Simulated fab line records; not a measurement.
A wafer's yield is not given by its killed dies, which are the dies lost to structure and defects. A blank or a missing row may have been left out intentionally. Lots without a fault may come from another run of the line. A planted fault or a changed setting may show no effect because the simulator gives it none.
Comparing a struck lot with a sound one	flow nand-harc	14 out of 1159 route steps
Sound: the wafers L193.1, L193.5, L193.6. Struck: wafer L207.4 (L207.1, L207.5, from the same lot, were not struck and are left out); the cause is given at the end.
At each step with rows: each side's tool, then ch and its chambers, then its first start. Under that, the readings that differ: sound wafers	struck wafers	difference of the means	sigmas: that difference in standard deviations of wafers without a fault.
alike: a reading whose means differ by less than 2 such deviations, as well as words and numbers matching on both sides. not compared: withheld readings; readings where some wafer has no value; bounds like >300 that might hide an equal value; numbers whose values overlap and for which the record gives no deviation.
Wherever a step has rows on one side only, a row that says differs or no value, or a row with sigmas, the two part there. Numbers that don't overlap but have no deviation are shown without sigmas and don't part them. A reading that every wafer of one side lacks parts them only if that side has two wafers or more.

first, 7 steps without rows for these wafers: NHARC_A_SGD_CUT_COAT_57 (time 65 s); NHARC_A_SGD_CUT_COAT_03 (resist thk 90 nm); NHARC_A_SGD_CUT_SOFTBAKE_04 (time 55 s); NHARC_A_SGD_CUT_EBR_05; NHARC_A_SGD_CUT_EXPOSE_06 (exposes mask SGD); NHARC_A_SGD_CUT_PEB_07 (peb time 65 s); NHARC_A_SGD_CUT_DEVELOP_08 (develop time 35 s).
NHARC_A_SGD_CUT_CD_MEAS_09: target cd 100 nm.
  sound on cd-sem-03 ch 0, day 14 21:05; struck on cd-sem-02 ch 0, day 18 06:43
reading	sound	struck	difference	sigmas
cd-nm (nm)	100.1 99.5 99.4	100.7	+1.0	+3
NHARC_A_SGD_CUT_OVL_MEAS_10:
  struck on overlay-01, day 18 06:49; sound on overlay-02, day 14 21:11
  alike: overlay-x-nm, overlay-y-nm
NHARC_A_SGD_CUT_INSPECT_11:
  struck on defect-inspect-02, day 18 06:51; sound on defect-inspect-02, day 14 21:13
  alike: raw-defect-count
NHARC_A_SGD_CUT_DESCUM_14: chemistry O2, time 3 s.
  sound on rie-diel-12 ch 0,2,3, day 14 21:18; struck on rie-diel-04 ch 3, day 18 06:56
  alike: drypump-motor-current-A, mfc-ar-sccm, o2-flow-sccm, oes-product-au, rf-vpp-V, showerhead-plenum-p-Torr, throttle-valve-pct
  not compared: rf-hours-counter-h
NHARC_A_SGD_CUT_ETCH_58: etches the open film in CF4, target depth 39 nm, time 65 s.
  sound on rie-diel-12 ch 1,2, day 14 21:22; struck on rie-diel-04 ch 1, day 18 07:00
  alike: drypump-motor-current-A, mfc-ar-sccm, oes-product-au, rf-vpp-V, showerhead-plenum-p-Torr, throttle-valve-pct
  not compared: rf-hours-counter-h
NHARC_A_SGD_CUT_ETCH_59: etches the open film in N2/H2, target depth 260 nm, time 406.25 s.
  sound on rie-diel-12 ch 0,2,3, day 14 21:33; struck on rie-diel-04 ch 0, day 18 07:07
reading	sound	struck	difference	sigmas
drypump-motor-current-A (A)	6.1 5.7 4.9	6.5	+0.9	+2
mfc-ar-sccm (sccm)	0 0 0	0.024	+0.024	+3
oes-product-au (a.u.)	1.001 1.007 1.000	0.843	-0.160	-25
  alike: h2-flow-sccm, rf-vpp-V, showerhead-plenum-p-Torr, throttle-valve-pct
  not compared: rf-hours-counter-h
NHARC_A_SGD_CUT_ETCH_15: etches the open film in CH3F/O2, target depth 75 nm, time 64.3 s.
  sound: rie-diel-12 ch 0,2,3; struck: rie-diel-04 ch 2
reading	sound	struck	difference	sigmas
oes-product-au (a.u.)	0.929 0.921 0.922	0.974	+0.050	+3
  alike: drypump-motor-current-A, mfc-ar-sccm, o2-flow-sccm, rf-vpp-V, showerhead-plenum-p-Torr, throttle-valve-pct
  not compared: rf-hours-counter-h

== WHERE THEY PART ==
Last at NHARC_A_SGD_CUT_ETCH_15 as far as this record goes, first at NHARC_A_SGD_CUT_CD_MEAS_09.

WHY: the cause the simulator had injected
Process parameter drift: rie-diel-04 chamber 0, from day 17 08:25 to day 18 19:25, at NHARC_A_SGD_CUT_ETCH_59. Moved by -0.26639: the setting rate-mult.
